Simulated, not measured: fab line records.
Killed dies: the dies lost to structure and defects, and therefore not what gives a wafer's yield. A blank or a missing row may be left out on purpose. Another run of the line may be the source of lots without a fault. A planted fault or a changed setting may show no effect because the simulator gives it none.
One fault seen from 2 desks -- flow n5Finfet -- each desk has only its own numbers; what lay behind them comes last

== AT THE METROLOGY DESK ==
Means of the sampled wafers that have a number, per lot and without regard to the tool the lot ran on: this is what the gauges read. A lot is out of limits, marked OUT, if its mean lies more than 4 standard deviations from the usual mean; the brackets give that distance. Only the readings that lie furthest out on some lot appear, 7 of the 10 it has.
Columns: A = DIBL_N at N5_BEOL_M4_RC_MEAS_101, usual 36.5 mV/V; B = DIBL_P at N5_BEOL_M4_RC_MEAS_101, usual 36.7 mV/V; C = IOFF_N at N5_BEOL_M4_RC_MEAS_101, usual 0.17 nA/um; D = IOFF_P at N5_BEOL_M4_RC_MEAS_101, usual 0.22 nA/um; E = ION_N at N5_BEOL_M4_RC_MEAS_101, usual 676 uA/um; F = SS_P at N5_BEOL_M4_RC_MEAS_101, usual 73.4 mV/dec; G = VT_P at N5_BEOL_M4_RC_MEAS_101, usual -250 mV
lot,first seen here,A,B,C,D,E,F,G
L753,day 10 05:07,37.7,36.6,0.17,0.23,681,74.0,-247
L759,day 11 19:07,38.1,37.2,0.20,0.22,685,73.6,-251
L767,day 14 08:31,34.1,35.9,0.14,0.18,670,73.4,-255
L769,day 14 13:02,36.7,36.1,0.15,0.20,665,73.1,-251
L770,day 15 12:07,34.5,34.8,0.15,0.21,671,72.7,-250
This desk's finding: nothing out of limits on any of the 5 lots.

== THE TOOL OWNER'S DESK: pecvd-01 ==
The tool's own readings at N5_BEOL_M4_PECVD_72 (deposits SiO2 from TEOS/O2, target thk 16 nm, time 18 s): means of the sampled wafers that have a number, for each lot that ran on this tool. A lot is out of limits, marked OUT, if its mean lies more than 4 standard deviations from the usual mean; the brackets give that distance.
Columns: A = heaterPowerW at N5_BEOL_M4_PECVD_72, usual 695 W; B = rfFwdPowerW at N5_BEOL_M4_PECVD_72, usual 444.2 W; C = showerheadPlenumPTorr at N5_BEOL_M4_PECVD_72, usual 8.79 Torr; D = susceptorTempC at N5_BEOL_M4_PECVD_72, usual 399.99 C; E = throttleValvePct at N5_BEOL_M4_PECVD_72, usual 22.3 %
lot,first seen here,A,B,C,D,E
L753,day 9 17:29,730,445.0,8.81,400.11,23.1
L759,day 11 08:53,754,441.3,8.82,399.91,22.4
L767,day 13 03:08,690,444.0,8.81,394.11 (-24) OUT,22.9
L769,day 13 10:48,730,444.5,8.82,393.86 (-25) OUT,23.3
L770,day 14 21:56,605,446.4,8.78,394.22 (-23) OUT,23.9
Finding of this desk: L767, L769, L770 out of limits; the first was L767 at day 13 03:08, on susceptorTempC at N5_BEOL_M4_PECVD_72. In limits: L753, L759.

== TAKEN TOGETHER ==
The tool owner's desk had the chance to raise an alarm at day 13 03:08 on L767, L769, L770.
Nothing out of limits was seen by the metrology desk.
The metrology desk has L767, L769, L770 on record, within its limits.
N5_BEOL_M4_PECVD_72 was run on pecvd-01 by each of the lots named.

== WHAT WAS PUT IN BY THE SIMULATOR ==
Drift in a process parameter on pecvd-01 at N5_BEOL_M4_PECVD_72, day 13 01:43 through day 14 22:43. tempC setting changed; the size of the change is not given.
Struck lots among those shown: L767, L769, L770.
Each desk's first reading out of limits, in hours after the fault started: the tool owner's desk, 1.
